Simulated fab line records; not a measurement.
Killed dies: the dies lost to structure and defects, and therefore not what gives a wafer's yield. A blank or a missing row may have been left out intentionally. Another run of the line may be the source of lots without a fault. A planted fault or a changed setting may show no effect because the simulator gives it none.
What tool caused it? -- flow nand harc -- 6 lots with 18 wafers sampled at 3 steps, on a route of 1159 steps

== WHAT EACH GAUGE READ, for each wafer ==
NHARC_P_GATE_CD_MEAS_26 targets a cd of 120 nm.
lot,measured,on,cd nm (nm)
L727,day 5 07:14,cd sem-01,120.4 120.5 120.8
L731,day 6 03:14,cd sem-03,119.9 121.4 120.4
L733,day 6 19:47,cd sem-01,120.1 120.0 119.7
L738,day 7 21:33,cd sem-01,115.8 115.2 115.1
L741,day 8 13:04,cd sem-02,120.4 120.8 120.8
L748,day 10 11:21,cd sem-02,119.3 119.7 119.4

== WHICH TOOL RAN EACH LOT (tool, then ch and the chambers of the sampled wafers, then the start) ==
lot,NHARC_P_STI_CMP_21,NHARC_P_GATE_EXPOSE_23
L727,"cmp-02 ch 0,1,2, day 3 21:47","arfi scanner-03 ch 0, day 5 07:06"
L731,"cmp-04 ch 0,2,3, day 4 22:34","arfi scanner-02 ch 0, day 6 03:07"
L733,"cmp-02 ch 0,1, day 5 07:37","arfi scanner-02 ch 0, day 6 19:40"
L738,"cmp-04 ch 1,2, day 6 14:50","arfi scanner-02 ch 0, day 7 21:25"
L741,"cmp-03 ch 0,1, day 7 04:16","arfi scanner-03 ch 0, day 8 12:56"
L748,"cmp-04 ch 0,1,2, day 9 02:11","arfi scanner-03 ch 0, day 10 11:13"
- NHARC_P_STI_CMP_21: polishes, t overpolish 20 s, target thk 380.67 nm.
- NHARC_P_GATE_EXPOSE_23: exposes mask P GATE, target cd 120 nm.

== THE ANSWER, worked out from the rows above alone ==
Rule: what is usual is taken from the lots themselves. Put in order of their means at a reading, lots are off if they are a third of the lots or fewer, leave a main group of 4 or more, and stand apart from it by a gap of 3 or more times the standard deviation of the main group's means; of several such gaps the widest counts. Not used: any main group whose means are identical at the precision the tables above print for the reading. A lot without any number at a reading at which 4 lots or more have one is off too. Where the step has rows for the other lots, those lots are counted as sound.
Off, at NHARC_P_GATE_CD_MEAS_26 on cd nm: L738. The main group: mean 120.2 nm, standard deviation 0.47.
If a tool, at a process step before that reading, ran all the lots that are off and no sound lot after the first of them, it fits. The gauges at NHARC_P_GATE_CD_MEAS_26 are tried like those tools. Undecided on this evidence; 2 tools fit (arfi scanner-02 at NHARC_P_GATE_EXPOSE_23, cd sem-01 at NHARC_P_GATE_CD_MEAS_26).

== WHAT WAS PUT IN BY THE SIMULATOR ==
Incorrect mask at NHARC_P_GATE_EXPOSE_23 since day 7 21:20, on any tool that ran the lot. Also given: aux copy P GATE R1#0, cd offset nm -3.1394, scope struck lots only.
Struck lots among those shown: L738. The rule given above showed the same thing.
